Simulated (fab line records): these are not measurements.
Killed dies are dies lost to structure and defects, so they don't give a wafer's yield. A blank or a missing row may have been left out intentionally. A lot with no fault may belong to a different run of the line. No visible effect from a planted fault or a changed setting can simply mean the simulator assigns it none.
Chamber matching / flow n5-finfet / 4 sister chambers for N5_BEOL_M3_STRIP_19 on rie-diel-03
The step strips in O2. 39 wafers are shown with their chamber, then 12 later ones without.

== EACH WAFER AND ITS CHAMBER ==
wafer=L074.1; chamber=0; drypump-motor-current-A (A)=4.8; throttle-valve-pct (%)=16.42; showerhead-plenum-p-Torr (Torr)=2.05
wafer=L074.3; chamber=3; drypump-motor-current-A (A)=5.5; throttle-valve-pct (%)=16.43; showerhead-plenum-p-Torr (Torr)=2.24
wafer=L074.5; chamber=2; drypump-motor-current-A (A)=5.3; throttle-valve-pct (%)=16.93; showerhead-plenum-p-Torr (Torr)=1.99
wafer=L075.1; chamber=3; drypump-motor-current-A (A)=5.5; throttle-valve-pct (%)=16.44; showerhead-plenum-p-Torr (Torr)=2.24
wafer=L075.2; chamber=1; drypump-motor-current-A (A)=6.0; throttle-valve-pct (%)=16.78; showerhead-plenum-p-Torr (Torr)=2.16
wafer=L075.3; chamber=0; drypump-motor-current-A (A)=4.8; throttle-valve-pct (%)=16.43; showerhead-plenum-p-Torr (Torr)=2.05
wafer=L075.4; chamber=2; drypump-motor-current-A (A)=5.3; throttle-valve-pct (%)=16.92; showerhead-plenum-p-Torr (Torr)=1.98
wafer=L075.5; chamber=0; drypump-motor-current-A (A)=4.7; throttle-valve-pct (%)=16.44; showerhead-plenum-p-Torr (Torr)=2.05
wafer=L075.6; chamber=3; drypump-motor-current-A (A)=5.5; throttle-valve-pct (%)=16.43; showerhead-plenum-p-Torr (Torr)=2.24
wafer=L077.2; chamber=3; drypump-motor-current-A (A)=5.5; throttle-valve-pct (%)=16.43; showerhead-plenum-p-Torr (Torr)=2.24
wafer=L077.5; chamber=2; drypump-motor-current-A (A)=5.3; throttle-valve-pct (%)=16.93; showerhead-plenum-p-Torr (Torr)=1.98
wafer=L077.6; chamber=3; drypump-motor-current-A (A)=5.5; throttle-valve-pct (%)=16.44; showerhead-plenum-p-Torr (Torr)=2.24
wafer=L076.1; chamber=3; drypump-motor-current-A (A)=5.5; throttle-valve-pct (%)=16.44; showerhead-plenum-p-Torr (Torr)=2.24
wafer=L076.2; chamber=2; drypump-motor-current-A (A)=5.3; throttle-valve-pct (%)=16.92; showerhead-plenum-p-Torr (Torr)=1.98
wafer=L076.3; chamber=0; drypump-motor-current-A (A)=4.7; throttle-valve-pct (%)=16.44; showerhead-plenum-p-Torr (Torr)=2.05
wafer=L076.4; chamber=1; drypump-motor-current-A (A)=6.0; throttle-valve-pct (%)=16.77; showerhead-plenum-p-Torr (Torr)=2.16
wafer=L076.5; chamber=2; drypump-motor-current-A (A)=5.4; throttle-valve-pct (%)=16.92; showerhead-plenum-p-Torr (Torr)=1.98
wafer=L076.6; chamber=1; drypump-motor-current-A (A)=6.0; throttle-valve-pct (%)=16.80; showerhead-plenum-p-Torr (Torr)=2.16
wafer=L078.1; chamber=2; drypump-motor-current-A (A)=5.3; throttle-valve-pct (%)=16.92; showerhead-plenum-p-Torr (Torr)=1.98
wafer=L078.4; chamber=3; drypump-motor-current-A (A)=5.5; throttle-valve-pct (%)=16.45; showerhead-plenum-p-Torr (Torr)=2.24
wafer=L078.6; chamber=2; drypump-motor-current-A (A)=5.3; throttle-valve-pct (%)=16.93; showerhead-plenum-p-Torr (Torr)=1.98
wafer=L084.1; chamber=1; drypump-motor-current-A (A)=6.1; throttle-valve-pct (%)=16.81; showerhead-plenum-p-Torr (Torr)=2.16
wafer=L084.2; chamber=3; drypump-motor-current-A (A)=5.5; throttle-valve-pct (%)=16.46; showerhead-plenum-p-Torr (Torr)=2.24
wafer=L084.3; chamber=2; drypump-motor-current-A (A)=5.3; throttle-valve-pct (%)=16.96; showerhead-plenum-p-Torr (Torr)=1.98
wafer=L084.4; chamber=0; drypump-motor-current-A (A)=4.7; throttle-valve-pct (%)=16.45; showerhead-plenum-p-Torr (Torr)=2.05
wafer=L084.5; chamber=0; drypump-motor-current-A (A)=4.7; throttle-valve-pct (%)=16.45; showerhead-plenum-p-Torr (Torr)=2.05
wafer=L084.6; chamber=1; drypump-motor-current-A (A)=6.0; throttle-valve-pct (%)=16.82; showerhead-plenum-p-Torr (Torr)=2.16
wafer=L085.2; chamber=3; drypump-motor-current-A (A)=5.5; throttle-valve-pct (%)=16.48; showerhead-plenum-p-Torr (Torr)=2.24
wafer=L085.3; chamber=1; drypump-motor-current-A (A)=6.1; throttle-valve-pct (%)=16.80; showerhead-plenum-p-Torr (Torr)=2.16
wafer=L085.4; chamber=2; drypump-motor-current-A (A)=5.3; throttle-valve-pct (%)=16.95; showerhead-plenum-p-Torr (Torr)=1.98
wafer=L087.1; chamber=3; drypump-motor-current-A (A)=5.5; throttle-valve-pct (%)=16.49; showerhead-plenum-p-Torr (Torr)=2.23
wafer=L087.4; chamber=0; drypump-motor-current-A (A)=4.8; throttle-valve-pct (%)=16.47; showerhead-plenum-p-Torr (Torr)=2.05
wafer=L087.6; chamber=3; drypump-motor-current-A (A)=5.5; throttle-valve-pct (%)=16.47; showerhead-plenum-p-Torr (Torr)=2.23
wafer=L089.1; chamber=2; drypump-motor-current-A (A)=5.3; throttle-valve-pct (%)=16.54; showerhead-plenum-p-Torr (Torr)=2.24
wafer=L089.2; chamber=0; drypump-motor-current-A (A)=4.8; throttle-valve-pct (%)=16.47; showerhead-plenum-p-Torr (Torr)=2.04
wafer=L089.3; chamber=1; drypump-motor-current-A (A)=6.0; throttle-valve-pct (%)=16.84; showerhead-plenum-p-Torr (Torr)=2.15
wafer=L089.4; chamber=3; drypump-motor-current-A (A)=5.5; throttle-valve-pct (%)=16.49; showerhead-plenum-p-Torr (Torr)=2.23
wafer=L089.5; chamber=3; drypump-motor-current-A (A)=5.5; throttle-valve-pct (%)=16.48; showerhead-plenum-p-Torr (Torr)=2.23
wafer=L089.6; chamber=0; drypump-motor-current-A (A)=4.8; throttle-valve-pct (%)=16.48; showerhead-plenum-p-Torr (Torr)=2.04

SIGNATURES (means of the wafers above)
reading=drypump-motor-current-A; chamber 0=4.756; chamber 1=6.029; chamber 2=5.310; chamber 3=5.500; scatter within a chamber=0.0361
reading=throttle-valve-pct; chamber 0=16.4500; chamber 1=16.8029; chamber 2=16.8920; chamber 3=16.4562; scatter within a chamber=0.066
reading=showerhead-plenum-p-Torr; chamber 0=2.0478; chamber 1=2.1586; chamber 2=2.0070; chamber 3=2.2369; scatter within a chamber=0.0417
Rule: for each reading, subtract the chamber's mean from the wafer's reading, divide by that reading's scatter and square the result; add these up over the readings and take the root, which gives the wafer's distance from the chamber. The wafer belongs to the nearest chamber; if the next one is less than 2 further off, it can't be placed. The scatter: take each reading less its chamber's mean, square it, sum over the shown wafers, divide by the number of wafers less the number of chambers, and take the root.

== WAFERS WHOSE CHAMBER IS MISSING ==
wafer=L090.2; drypump-motor-current-A (A)=5.5; throttle-valve-pct (%)=16.50; showerhead-plenum-p-Torr (Torr)=2.23
wafer=L090.3; drypump-motor-current-A (A)=5.3; throttle-valve-pct (%)=16.56; showerhead-plenum-p-Torr (Torr)=2.24
wafer=L090.6; drypump-motor-current-A (A)=5.5; throttle-valve-pct (%)=16.50; showerhead-plenum-p-Torr (Torr)=2.23
wafer=L092.1; drypump-motor-current-A (A)=5.5; throttle-valve-pct (%)=16.54; showerhead-plenum-p-Torr (Torr)=2.22
wafer=L092.2; drypump-motor-current-A (A)=4.7; throttle-valve-pct (%)=16.52; showerhead-plenum-p-Torr (Torr)=2.04
wafer=L092.6; drypump-motor-current-A (A)=4.8; throttle-valve-pct (%)=16.52; showerhead-plenum-p-Torr (Torr)=2.04
wafer=L094.1; drypump-motor-current-A (A)=5.5; throttle-valve-pct (%)=16.53; showerhead-plenum-p-Torr (Torr)=2.22
wafer=L094.2; drypump-motor-current-A (A)=5.3; throttle-valve-pct (%)=16.57; showerhead-plenum-p-Torr (Torr)=2.23
wafer=L094.3; drypump-motor-current-A (A)=4.8; throttle-valve-pct (%)=16.51; showerhead-plenum-p-Torr (Torr)=2.04
wafer=L096.2; drypump-motor-current-A (A)=4.7; throttle-valve-pct (%)=16.51; showerhead-plenum-p-Torr (Torr)=2.04
wafer=L096.3; drypump-motor-current-A (A)=5.5; throttle-valve-pct (%)=16.54; showerhead-plenum-p-Torr (Torr)=2.22
wafer=L096.6; drypump-motor-current-A (A)=6.1; throttle-valve-pct (%)=16.40; showerhead-plenum-p-Torr (Torr)=2.15

== WHICH CHAMBER EACH WENT THROUGH ==
wafer=L090.2; from the rows above=3; in truth=3
wafer=L090.3; from the rows above=can't be placed: 3 or 2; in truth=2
wafer=L090.6; from the rows above=3; in truth=3
wafer=L092.1; from the rows above=3; in truth=3
wafer=L092.2; from the rows above=0; in truth=0
wafer=L092.6; from the rows above=0; in truth=0
wafer=L094.1; from the rows above=3; in truth=3
wafer=L094.2; from the rows above=can't be placed: 3 or 2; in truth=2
wafer=L094.3; from the rows above=0; in truth=0
wafer=L096.2; from the rows above=0; in truth=0
wafer=L096.3; from the rows above=3; in truth=3
wafer=L096.6; from the rows above=1; in truth=1
Placed correctly: 10 of 12. From these rows, 2 cannot be placed; in 2 the true chamber is one of the candidates. Number placed wrongly: 0.
